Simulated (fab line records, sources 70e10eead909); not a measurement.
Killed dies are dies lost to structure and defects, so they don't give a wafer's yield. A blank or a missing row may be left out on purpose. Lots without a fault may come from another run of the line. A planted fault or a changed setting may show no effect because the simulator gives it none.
fab line records | flow nand_harc
record lots=24 wafers=72 last_day=24
route steps=1159 shown P_M0@277 P_M2@329 P_BONDPAD@365
lots that met no fault: from a run of the same line without faults
start_h: hours from the record's first day to the start of the lot's first wafer shown | wait_h: hours since the lot's step before | " the same as in the row above | L1.1+2: a row that stands for several wafers | - no value, or no start given | * or withheld: withheld | < > ~ a bound
route shown NAME@n: a module of which the file shows steps, and the number in the route of the first | usual: mean/standard deviation of fault-free wafers | same: alike in all rows | chamber/n: place in a boat | sites: the reading at each site | _std_site: their standard deviation | _edge_site: outer sites' mean less inner sites' | radius_mm: how far each site lies from the wafer's centre | mask NAME#n: copy n | behind: the tool/chamber that last shaped the wafer | hold: why the lot was held/for how many hours/how that ended | device: the transistor (n, p or np) that didn't switch | end of line: the same wafers' tests at the end of the route | a step without rows: its recipe alone | killed: dies lost to structure and defects at the first sort, not the wafer's yield | map: a wafer's dies, x killed, . not, _ none there
set.NAME: the setting as run; set.NAME@STEP: as run at that earlier step | model.NAME: the simulator's own value behind a step, which no gauge read
steps of the route over a sample of lots; a table a step, a row a wafer
services: from which hour (start_h, from the record's first day; less than 0 if before it) a tool's chamber was out of use, for how many hours, and why
## steps
# step NHARC_P_M0_ANNEAL_30
# recipe temp_c=225 time_s=90
# usual wafer_temp_C_max=226.30/0.28
# columns lot.wafer tool chamber start_h wait_h wafer_temp_C_max
L074.1 rtp_anneal-01 0 112.64 0.3 226.56
L074.3 " 0 " " 226.36
L074.5 " 0 " " 226.16
L076.1 rtp_anneal-02 0 126.22 - 226.14
L076.2 " 0 " " 226.47
L076.5 " 0 " " 226.36
L075.2 rtp_anneal-01 0 126.79 - 226.12
L075.3 " 0 " " 226.01
L075.6 " 0 " " 226.00
L077.3 rtp_anneal-02 0 134.79 0.3 226.19
L077.4 " 0 " " 226.62
L077.5 " 0 " " 226.40
L078.2 rtp_anneal-01 0 135.34 - 226.61
L078.5 " 0 " " 226.34
L078.6 " 0 " " 226.58
L080.1 rtp_anneal-02 0 152.63 - 226.74
L080.2 " 0 " " 226.34
L080.6 " 0 " " 226.48
L079.1 rtp_anneal-01 0 154.78 - 226.02
L079.4 " 0 " " 226.15
L079.6 " 0 " " 226.21
L081.1 rtp_anneal-02 0 159.46 0.3 226.34
L081.3 " 0 " " 225.71
L081.6 " 0 " " 225.78
L082.3 rtp_anneal-02 0 162.93 - 226.25
L082.4 " 0 " " 226.21
L082.6 " 0 " " 226.42
L083.3 rtp_anneal-02 0 163.24 0.4 226.18
L083.4 " 0 " " 226.40
L083.6 " 0 " " 226.08
L085.1 rtp_anneal-01 0 177.48 - 225.93
L085.3 " 0 " " 226.52
L085.4 " 0 " " 225.72
L084.2 rtp_anneal-01 0 179.00 0.3 226.10
L084.3 " 0 " " 226.25
L084.6 " 0 " " 225.96
L086.2 rtp_anneal-01 0 192.16 0.3 226.04
L086.4 " 0 " " 226.34
L086.5 " 0 " " 225.96
L087.1 rtp_anneal-01 0 197.06 0.3 226.43
L087.2 " 0 " " 226.62
L087.3 " 0 " " 226.48
L088.2 rtp_anneal-01 0 210.71 0.3 226.40
L088.5 " 0 " " 226.52
L088.6 " 0 " " 226.06
L089.1 rtp_anneal-01 0 214.56 - 226.20
L089.4 " 0 " " 226.42
L089.5 " 0 " " 226.26
L090.1 rtp_anneal-01 0 215.80 - 226.16
L090.2 " 0 " " 226.15
L090.4 " 0 " " 226.47
L092.1 rtp_anneal-02 0 218.14 - 226.52
L092.2 " 0 " " 226.33
L092.4 " 0 " " 226.36
L091.1 rtp_anneal-01 0 218.52 - 226.18
L091.3 " 0 " " 226.26
L091.5 " 0 " " 226.27
L093.1 rtp_anneal-02 0 225.39 0.4 226.74
L093.2 " 0 " " 226.66
L093.3 " 0 " " 226.72
L094.1 rtp_anneal-01 0 236.19 - 226.10
L094.3 " 0 " " 226.01
L094.5 " 0 " " 226.42
L095.2 rtp_anneal-01 0 242.77 0.3 226.11
L095.4 " 0 " " 226.12
L095.5 " 0 " " 226.00
L097.1 rtp_anneal-02 0 247.46 - 227.01
L097.2 " 0 " " 226.36
L097.3 " 0 " " 226.54
L096.1 rtp_anneal-02 0 248.33 0.3 226.15
L096.4 " 0 " " 226.06
L096.5 " 0 " " 226.56
# step NHARC_P_M0_DEP_32
# recipe target_thk_a=300 temp_c=370 target_thk_nm=30 pressure_torr=3 flow_sccm=200 rf_w=450 material=SiCN
# usual heater_power_w=577/110
# columns lot.wafer tool chamber start_h wait_h heater_power_w
L074.3 pecvd-04 1 113.77 0.1 511
L074.1 " 2 " " 599
L074.5 " 1 " " 494
L076.1 pecvd-02 1 127.23 0.1 498
L076.2 " 2 " " 662
L076.5 " 0 " " 410
L075.3 pecvd-02 2 127.69 0.1 660
L075.2 " 1 " " 475
L075.6 " 1 " " 490
L077.3 pecvd-02 1 135.71 0.1 474
L077.4 " 0 " " 413
L077.5 " 2 " " 605
L078.2 pecvd-04 2 137.26 0.1 595
L078.5 " 2 " " 591
L078.6 " 0 " " 751
L080.2 pecvd-04 1 153.60 0.1 561
L080.1 " 2 " " 612
L080.6 " 0 " " 776
L079.1 pecvd-03 0 155.79 0.1 506
L079.4 " 2 " " 517
L079.6 " 1 " " 733
L081.3 pecvd-03 0 160.62 0.1 413
L081.1 " 1 " " 782
L081.6 " 1 " " 740
L082.3 pecvd-04 1 163.79 0.1 570
L082.4 " 2 " " 580
L082.6 " 0 " " 765
L083.3 pecvd-03 1 164.15 0.1 772
L083.4 " 0 " " 445
L083.6 " 2 " " 461
L085.1 pecvd-02 0 178.59 0.1 351
L085.3 " 1 " " 492
L085.4 " 0 " " 354
L084.2 pecvd-04 2 179.98 0.1 537
L084.3 " 0 " " 711
L084.6 " 2 " " 547
L086.2 pecvd-02 1 193.18 0.1 448
L086.5 " 2 " " 673
L086.4 " 0 " " 396
L087.1 pecvd-03 0 198.06 0.1 509
L087.3 " 1 " " 718
L087.2 " 2 " " 535
L088.2 pecvd-04 1 211.62 0.1 600
L088.5 " 2 " " 559
L088.6 " 0 " " 689
L089.1 pecvd-03 1 215.52 0.1 718
L089.5 " 2 " " 578
L089.4 " 0 " " 497
L090.1 pecvd-02 2 216.80 0.1 638
L090.2 " 0 " " 407
L090.4 " 2 " " 645
L092.1 pecvd-02 2 219.24 0.1 657
L092.2 " 0 " " 397
L092.4 " 0 " " 396
L091.1 pecvd-04 2 219.53 0.1 543
L091.3 " 0 " " 700
L091.5 " 2 " " 555
L093.2 pecvd-04 1 226.35 0.1 585
L093.3 " 2 " " 589
L093.1 " 0 " " 684
L094.3 pecvd-04 2 237.40 0.1 601
L094.1 " 0 " " 696
L094.5 " 2 " " 593
L095.2 pecvd-04 2 243.82 0.1 579
L095.4 " 1 " " 579
L095.5 " 2 " " 584
L097.3 pecvd-04 1 248.43 0.1 555
L097.2 " 2 " " 572
L097.1 " 0 " " 733
L096.1 pecvd-04 0 249.39 0.1 666
L096.4 " 0 " " 696
L096.5 " 1 " " 553
# step NHARC_P_M2_OVL_MEAS_10
# recipe pitch_nm=340
# usual overlay_x_nm=-0.1/0.77 overlay_y_nm=-0.1/0.82
# columns lot.wafer tool chamber start_h wait_h overlay_x_nm overlay_y_nm
L074.1 overlay-02 - 119.52 - -0.6 -0.5
L074.3 " - " " 0.3 -0.8
L074.5 " - " " -0.5 -1.0
L076.1 overlay-01 - 132.66 - -0.2 0.2
L076.2 " - " " 0.1 0.1
L076.5 " - " " -0.4 0.3
L075.2 overlay-02 - 133.20 - 0.1 0.3
L075.3 " - " " 0.5 0.3
L075.6 " - " " 0.2 0.0
L077.3 overlay-01 - 141.18 - -1.1 0.6
L077.4 " - " " -0.8 0.8
L077.5 " - " " -1.4 0.6
L078.2 overlay-01 - 142.52 - 0.3 -1.8
L078.5 " - " " 0.0 -1.4
L078.6 " - " " 0.6 -1.3
L080.1 overlay-02 - 159.39 - 1.0 -0.4
L080.2 " - " " 1.1 -0.3
L080.6 " - " " 0.9 -0.6
L079.1 overlay-01 - 161.20 - 0.3 0.7
L079.4 " - " " 0.4 1.4
L079.6 " - " " 0.0 1.2
L081.1 overlay-01 - 166.24 - 0.0 -0.9
L081.3 " - " " 0.0 0.1
L081.6 " - " " 0.4 -0.1
L082.3 overlay-01 - 169.28 - 0.2 0.5
L082.4 " - " " -0.9 1.0
L082.6 " - " " -1.0 0.2
L083.3 overlay-02 - 169.75 - -0.9 -0.7
L083.4 " - " " -0.2 -0.6
L083.6 " - " " -1.2 -0.7
L085.1 overlay-01 - 184.18 - -1.2 0.7
L085.3 " - " " -0.4 0.6
L085.4 " - " " 0.2 0.7
L084.2 overlay-01 - 185.44 - 1.1 0.3
L084.3 " - " " 0.4 0.2
L084.6 " - " " 0.6 0.2
L086.2 overlay-02 - 198.63 - -0.5 -0.6
L086.4 " - " " 0.1 -0.5
L086.5 " - " " -0.1 -0.8
L087.1 overlay-02 - 203.55 - -0.4 -0.9
L087.2 " - " " -0.5 -0.5
L087.3 " - " " 0.2 -0.5
L088.2 overlay-02 - 217.13 - -0.7 -1.1
L088.5 " - " " 0.0 -0.7
L088.6 " - " " -1.1 -1.1
L089.1 overlay-01 - 221.01 - 0.3 0.4
L089.4 " - " " 0.7 0.2
L089.5 " - " " -0.1 -0.2
L090.1 overlay-01 - 222.47 - 0.0 0.4
L090.2 " - " " 0.6 -0.2
L090.4 " - " " 1.0 0.1
L092.1 overlay-02 - 224.72 - 1.1 -1.3
L092.2 " - " " 0.8 -1.1
L092.4 " - " " 1.7 -1.3
L091.1 overlay-01 - 224.97 - -1.5 0.4
L091.3 " - " " -1.0 0.7
L091.5 " - " " -1.5 -0.3
L093.1 overlay-02 - 232.48 - 0.7 0.8
L093.2 " - " " 1.6 0.7
L093.3 " - " " 1.2 0.6
L094.1 overlay-02 - 242.90 - 0.6 -1.7
L094.3 " - " " 0.3 -1.8
L094.5 " - " " 0.3 -2.5
L095.2 overlay-01 - 249.26 - -0.3 0.5
L095.4 " - " " -0.2 1.1
L095.5 " - " " -0.1 1.6
L097.1 overlay-01 - 254.03 - 0.2 0.2
L097.2 " - " " 0.4 -0.4
L097.3 " - " " 0.3 0.0
L096.1 overlay-02 - 254.71 - -1.0 1.0
L096.4 " - " " -0.5 0.6
L096.5 " - " " -1.0 1.9
# step NHARC_P_M2_PVD_21
# recipe target_thk_a=300 chamber_pressure_pa=5 power_w=5000 substrate_temp_c=30 time_s=20.49 material=Cu
# usual throttle_valve_pct=30.1/0.79
# columns lot.wafer tool chamber start_h wait_h throttle_valve_pct
L074.3 pvd_sputter-01 - - - 30.0
L074.1 " - " " 30.2
L074.5 " - " " 29.5
L076.2 pvd_sputter-02 - - - 31.3
L076.1 " - " " 28.9
L076.5 " - " " 31.3
L075.2 pvd_sputter-01 - - - 29.2
L075.3 " - " " 30.3
L075.6 " - " " 30.2
L077.3 pvd_sputter-02 - - - 31.3
L077.4 " - " " 31.3
L077.5 " - " " 28.8
L078.2 pvd_sputter-03 - - - 29.3
L078.6 " - " " 30.3
L078.5 " - " " 29.0
L080.2 pvd_sputter-02 - - - 31.4
L080.1 " - " " 29.6
L080.6 " - " " 29.0
L079.1 pvd_sputter-02 - - - 31.3
L079.4 " - " " 28.7
L079.6 " - " " 31.2
L081.1 pvd_sputter-03 - - - 29.1
L081.3 " - " " 30.0
L081.6 " - " " 30.0
L082.3 pvd_sputter-02 - - - 29.2
L082.4 " - " " 31.4
L082.6 " - " " 29.7
L083.4 pvd_sputter-01 - - - 29.0
L083.3 " - " " 30.2
L083.6 " - " " 30.5
L085.4 pvd_sputter-03 - - - 29.4
L085.1 " - " " 30.1
L085.3 " - " " 30.3
L084.3 pvd_sputter-02 - - - 31.4
L084.2 " - " " 28.6
L084.6 " - " " 31.5
L086.2 pvd_sputter-01 - - - 30.5
L086.4 " - " " 29.9
L086.5 " - " " 30.3
L087.2 pvd_sputter-01 - - - 30.5
L087.1 " - " " 29.1
L087.3 " - " " 30.0
L088.2 pvd_sputter-01 - - - 29.4
L088.5 " - " " 29.5
L088.6 " - " " 30.1
L089.1 pvd_sputter-01 - - - 29.1
L089.4 " - " " 30.1
L089.5 " - " " 30.3
L090.4 pvd_sputter-03 - - - 29.9
L090.1 " - " " 29.0
L090.2 " - " " 30.2
L092.4 pvd_sputter-02 - - - 32.2
L092.2 " - " " 30.2
L092.1 " - " " 29.2
L091.3 pvd_sputter-03 - - - 30.3
L091.1 " - " " 29.5
L091.5 " - " " 30.1
L093.3 pvd_sputter-03 - - - 30.4
L093.1 " - " " 30.2
L093.2 " - " " 29.2
L094.3 pvd_sputter-01 - - - 29.7
L094.1 " - " " 30.4
L094.5 " - " " 29.8
L095.4 pvd_sputter-01 - - - 30.4
L095.2 " - " " 29.8
L095.5 " - " " 30.0
L097.1 pvd_sputter-02 - - - 32.2
L097.3 " - " " 30.4
L097.2 " - " " 29.3
L096.4 pvd_sputter-03 - - - 30.2
L096.1 " - " " 30.1
L096.5 " - " " 29.9
# step NHARC_P_M2_ANNEAL_31
# recipe temp_c=225 time_s=90
# usual wafer_temp_C_max=226.36/0.29
# columns lot.wafer tool chamber start_h wait_h wafer_temp_C_max
L074.1 rtp_anneal-02 0 121.37 - 226.31
L074.3 " 0 " " 226.42
L074.5 " 0 " " 226.61
L076.1 rtp_anneal-01 0 134.94 - 226.14
L076.2 " 0 " " 225.93
L076.5 " 0 " " 226.25
L075.2 rtp_anneal-02 0 135.17 0.3 226.17
L075.3 " 0 " " 226.13
L075.6 " 0 " " 226.39
L077.3 rtp_anneal-01 0 143.13 0.3 226.48
L077.4 " 0 " " 226.61
L077.5 " 0 " " 226.77
L078.2 rtp_anneal-02 0 144.43 0.3 226.44
L078.5 " 0 " " 225.99
L078.6 " 0 " " 226.35
L080.1 rtp_anneal-01 0 161.31 - 226.22
L080.2 " 0 " " 226.53
L080.6 " 0 " " 226.40
L079.1 rtp_anneal-02 0 163.45 0.5 226.65
L079.4 " 0 " " 226.48
L079.6 " 0 " " 226.53
L081.1 rtp_anneal-02 0 168.49 - 226.41
L081.3 " 0 " " 226.66
L081.6 " 0 " " 226.45
L082.3 rtp_anneal-01 0 171.23 - 226.13
L082.4 " 0 " " 226.13
L082.6 " 0 " " 226.49
L083.3 rtp_anneal-01 0 171.91 - 225.50
L083.4 " 0 " " 226.09
L083.6 " 0 " " 225.84
L085.1 rtp_anneal-02 0 186.20 - 226.20
L085.3 " 0 " " 226.13
L085.4 " 0 " " 226.14
L084.2 rtp_anneal-01 0 187.39 0.4 225.88
L084.3 " 0 " " 226.68
L084.6 " 0 " " 226.17
L086.2 rtp_anneal-01 0 200.57 - 226.60
L086.4 " 0 " " 226.78
L086.5 " 0 " " 226.05
L087.1 rtp_anneal-02 0 205.42 0.3 226.87
L087.2 " 0 " " 226.65
L087.3 " 0 " " 226.68
L088.2 rtp_anneal-01 0 219.19 0.3 226.15
L088.5 " 0 " " 226.32
L088.6 " 0 " " 225.99
L089.1 rtp_anneal-01 0 222.99 - 225.94
L089.4 " 0 " " 226.50
L089.5 " 0 " " 226.33
L090.1 rtp_anneal-01 0 224.89 - 226.59
L090.2 " 0 " " 226.46
L090.4 " 0 " " 226.13
L092.1 rtp_anneal-01 0 226.57 - 226.55
L092.2 " 0 " " 226.33
L092.4 " 0 " " 226.26
L091.1 rtp_anneal-02 0 226.94 0.3 226.37
L091.3 " 0 " " 226.22
L091.5 " 0 " " 226.39
L093.1 rtp_anneal-01 0 234.38 - 226.40
L093.2 " 0 " " 226.70
L093.3 " 0 " " 226.37
L094.1 rtp_anneal-01 0 244.86 0.4 226.28
L094.3 " 0 " " 226.47
L094.5 " 0 " " 226.52
L095.2 rtp_anneal-02 0 251.16 - 225.90
L095.4 " 0 " " 226.47
L095.5 " 0 " " 226.77
L097.1 rtp_anneal-01 0 255.91 - 226.39
L097.2 " 0 " " 226.84
L097.3 " 0 " " 226.60
L096.1 rtp_anneal-02 0 256.57 0.3 226.23
L096.4 " 0 " " 226.64
L096.5 " 0 " " 225.88
# step NHARC_P_BONDPAD_OVL_MEAS_38
# usual overlay_x_nm=-1/6 overlay_y_nm=1/6.5
# columns lot.wafer tool chamber start_h wait_h overlay_x_nm overlay_y_nm
L074.1 overlay-02 - 124.06 - 3 9
L074.3 " - " " 4 9
L074.5 " - " " 4 9
L076.1 overlay-02 - 137.54 - 4 12
L076.2 " - " " 4 12
L076.5 " - " " 4 12
L075.2 overlay-01 - 138.22 - -2 15
L075.3 " - " " -1 15
L075.6 " - " " -1 15
L077.3 overlay-02 - 145.60 - -6 8
L077.4 " - " " -6 8
L077.5 " - " " -6 8
L078.2 overlay-01 - 147.08 - -8 -2
L078.5 " - " " -8 -2
L078.6 " - " " -8 -2
L080.1 overlay-02 - 164.03 - -11 2
L080.2 " - " " -11 2
L080.6 " - " " -11 2
L079.1 overlay-02 - 166.14 - 2 -3
L079.4 " - " " 3 -3
L079.6 " - " " 2 -3
L081.1 overlay-01 - 171.16 - 4 1
L081.3 " - " " 4 2
L081.6 " - " " 2 1
L082.3 overlay-02 - 173.82 - -3 2
L082.4 " - " " -3 1
L082.6 " - " " -3 1
L083.3 overlay-01 - 174.40 - -5 1
L083.4 " - " " -5 1
L083.6 " - " " -6 1
L085.1 overlay-01 - 189.37 - -8 0
L085.3 " - " " -8 1
L085.4 " - " " -8 1
L084.2 overlay-01 - 190.06 - -1 -12
L084.3 " - " " -1 -13
L084.6 " - " " -1 -12
L086.2 overlay-01 - 203.13 - -7 -9
L086.4 " - " " -7 -9
L086.5 " - " " -7 -10
L087.1 overlay-01 - 208.41 - 8 0
L087.2 " - " " 9 0
L087.3 " - " " 8 0
L088.2 overlay-02 - 221.70 - -4 -4
L088.5 " - " " -4 -4
L088.6 " - " " -4 -6
L089.1 overlay-02 - 225.55 - -4 4
L089.4 " - " " -4 4
L089.5 " - " " -4 4
L090.1 overlay-01 - 227.43 - -3 0
L090.2 " - " " -3 0
L090.4 " - " " -3 0
L092.1 overlay-02 - 229.41 - 0 7
L092.2 " - " " 1 7
L092.4 " - " " 0 7
L091.1 overlay-01 - 229.66 - 1 5
L091.3 " - " " 1 4
L091.5 " - " " 1 4
L093.1 overlay-01 - 237.16 - 1 -2
L093.2 " - " " 0 -1
L093.3 " - " " 1 -1
L094.1 overlay-02 - 248.07 - 3 -8
L094.3 " - " " 4 -9
L094.5 " - " " 3 -8
L095.2 overlay-01 - 253.66 - -8 0
L095.4 " - " " -7 0
L095.5 " - " " -7 0
L097.1 overlay-02 - 258.60 - 11 -2
L097.2 " - " " 11 -2
L097.3 " - " " 10 -2
L096.1 overlay-01 - 259.26 - 13 7
L096.4 " - " " 12 8
L096.5 " - " " 13 8
## services
# columns tool chamber start_h hours kind
pvd_sputter-03 - 102.02 10.0 pm
pecvd-03 - 111.00 13.0 pm
pecvd-04 - 124.51 2.7 repair
pecvd-02 - 125.18 0.8 repair
pecvd-02 - 128.19 1.2 repair
pecvd-03 - 129.79 8.6 repair
pvd_sputter-03 - 133.31 2.0 repair
pecvd-02 - 137.56 0.9 repair
pvd_sputter-01 - 152.11 2.6 repair
pecvd-02 - 153.03 13.0 pm
pvd_sputter-01 - 158.00 10.0 pm
pecvd-02 2 180.33 7.4 repair
pecvd-04 - 195.21 13.0 pm
pecvd-04 0 195.21 13.0 vent_cycle
pecvd-04 1 195.21 13.0 vent_cycle
pecvd-04 2 195.21 13.0 vent_cycle
pecvd-03 1 203.19 12.2 repair
pvd_sputter-02 - 206.14 3.0 repair
pecvd-04 0 208.21 - clean
pecvd-04 1 208.21 - clean
pvd_sputter-02 - 214.00 10.0 pm
pecvd-03 - 217.27 2.7 repair
pecvd-03 2 229.26 5.5 repair
pecvd-02 2 237.16 14.4 repair
## key
fault none
